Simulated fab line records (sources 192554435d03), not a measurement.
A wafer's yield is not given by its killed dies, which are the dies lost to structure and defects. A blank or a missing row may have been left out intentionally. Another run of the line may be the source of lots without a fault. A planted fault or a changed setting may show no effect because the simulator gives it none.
Comparing a struck lot with a sound one ; flow n5 finfet ; 19 out of 1938 route steps
Sound: the wafers L525.1, L525.2, L525.5. Struck: wafers L513.2, L513.3, L513.6. Last of all comes the cause.
Each step with rows lists, per side, the tool, then ch with its chambers, then its first start. Under that, the readings that differ: sound wafers ; struck wafers ; difference of the means ; sigmas: that difference in standard deviations of wafers without a fault.
alike: words and numbers the same on both sides, and readings whose means are apart by under 2 such deviations; not compared: readings that were withheld, readings missing a value for some wafer, numbers with overlapping values and no deviation given by the record, and bounds like >300 which may hide the same value.
A row with sigmas, a row that says differs or no value, or rows on one side alone: a step with any of these is where the two part. Numbers that don't overlap but have no deviation are shown without sigmas and don't part them. A reading missing from all wafers of one side parts the sides only when that side holds two or more wafers.

first, 8 steps without rows for these wafers: N5_BEOL_M10_DESCUM_16 (chemistry O2, time 7.9 s); N5_BEOL_M10_ETCH_61 (etches SiARC in CF4, target depth 39 nm, time 65 s); N5_BEOL_M10_ETCH_62 (etches SOC in N2/H2, target depth 110 nm, overetch 22 nm, time 165 s); N5_BEOL_M10_STRIP_68 (strips in N2/H2); N5_BEOL_M10_STRIP_67 (strips in CF4); N5_BEOL_M10_HM_OPEN_17 (chemistry Cl2/BCl3, target TiN, target depth 20 nm, overetch 6 nm); N5_BEOL_M10_STRIP_19 (strips in O2); N5_BEOL_M10_COAT_63 (time 60 s, resist thk 100 nm).
N5_BEOL_M10_COAT_64: time 60 s, resist thk 30 nm.
  sound on litho track-01 ch 0, day 15 01:34; struck on litho track-02 ch 0, day 12 06:52
reading;sound;struck;difference;sigmas
spin speed rpm (rpm);1500.7 1500.3 1499.7;1629.6 1629.5 1628.9;+129.1;+99 or more
model.SiARC_of_BEOL_M10_COAT_64.thk nm (nm);30 30 30;28.8 28.8 28.8;-1.2;
  alike: heater power total W, plate temp C
then, 7 steps without rows for these wafers: N5_BEOL_M10_COAT_22 (resist thk 90 nm); N5_BEOL_M10_EBR_24; N5_BEOL_M10_SOFTBAKE_23 (time 60 s); N5_BEOL_M10_EXPOSE_25 (exposes mask V9); N5_BEOL_M10_PEB_26 (peb time 60 s); N5_BEOL_M10_DEVELOP_27 (develop time 30 s); N5_BEOL_M10_DESCUM_33 (chemistry O2, time 7.9 s).
N5_BEOL_M10_ETCH_65: etches SiARC in CF4, target depth 39 nm, time 65 s.
  sound on rie diel-01 ch 1,2,3, day 15 02:07; struck on rie diel-06 ch 0,1,2, day 12 08:13
reading;sound;struck;difference;sigmas
model.etch.depth nm (nm);30.05 29.98 30;28.83 28.74 28.81;-1.22;
model.CAR-ArF_of_BEOL_M10_COAT_22.thk nm (nm);55 55 55.2;56 56.4 56.2;+1;
  alike: drypump motor current A, etch rf on time s, oes product au, rf vpp V, showerhead plenum p Torr, throttle valve pct
  not compared: rf hours counter h
N5_BEOL_M10_ETCH_66: etches SOC in N2/H2, target depth 120 nm, overetch 24 nm, time 180 s.
  sound on rie diel-01 ch 1,2,3, day 15 02:10; struck on rie diel-06 ch 0,1,2, day 12 08:16
reading;sound;struck;difference;sigmas
model.SiARC_of_BEOL_M10_COAT_64.thk nm (nm);22.8 22.4 22.4;21.4 21.4 21.2;-1.2;
  alike: drypump motor current A, oes product au, rf vpp V, showerhead plenum p Torr, throttle valve pct
  not compared: rf hours counter h
then, 1 step without rows for these wafers: N5_BEOL_M10_STRIP_69 (strips in N2/H2).

WHERE THEY PART
N5_BEOL_M10_COAT_64 only, going by this record. Later steps at which nothing parts them and some readings are alike: N5_BEOL_M10_ETCH_65, N5_BEOL_M10_ETCH_66.

WHY: what the simulator had put in
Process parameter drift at N5_BEOL_M10_COAT_64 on litho track-02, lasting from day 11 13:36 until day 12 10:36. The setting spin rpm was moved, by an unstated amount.
